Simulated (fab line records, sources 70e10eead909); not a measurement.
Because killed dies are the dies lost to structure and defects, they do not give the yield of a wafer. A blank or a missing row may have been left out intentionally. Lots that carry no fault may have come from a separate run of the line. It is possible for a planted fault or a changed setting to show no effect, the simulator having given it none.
Matching of chambers ; flow nand_harc ; 3 sister chambers for NHARC_P_M1_DEP_33 on pecvd-03
The step deposits SiCN, target thk 30 nm. 6 wafers are shown with their chamber, then 12 later ones without.

WAFERS PAIRED WITH THEIR CHAMBERS
wafer;chamber;heater_power_w (W)
L087.4;2;524
L090.5;1;540
L090.6;0;641
L089.1;1;529
L089.2;2;502
L089.5;0;649

WAFERS WITH NO CHAMBER GIVEN
wafer;heater_power_w (W)
L092.2;505
L092.3;664
L092.6;494
L091.1;526
L091.4;563
L091.6;542
L094.2;544
L094.5;641
L094.6;547
L094.1;525
L094.3;646
L094.4;509

CHAMBER TAKEN BY EACH
wafer;from the rows above;in truth
L092.2;2;2
L092.3;0;0
L092.6;2;2
L091.1;can't be placed: 1 or 2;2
L091.4;1;1
L091.6;1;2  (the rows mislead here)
L094.2;1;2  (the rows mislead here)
L094.5;0;0
L094.6;1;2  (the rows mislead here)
L094.1;can't be placed: 1 or 2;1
L094.3;0;0
L094.4;2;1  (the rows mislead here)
6 of 12 placed correctly. Unplaceable from these rows: 2, with the true chamber sitting among the candidates in 2. Placed wrongly: 4.
How it was worked out, from the rows above alone: a wafer's distance from a chamber is the root of the sum, over the readings, of the square of ((its reading less the chamber's mean) divided by the reading's scatter). If the next closest chamber is less than 2 further off than the closest, the wafer can't be placed; otherwise it belongs to the closest. The mean given for a chamber averages the wafers shown for that chamber. The scatter: the root of (the sum of the squares of (reading less its chamber's mean) over the shown wafers, divided by (wafers less chambers)).
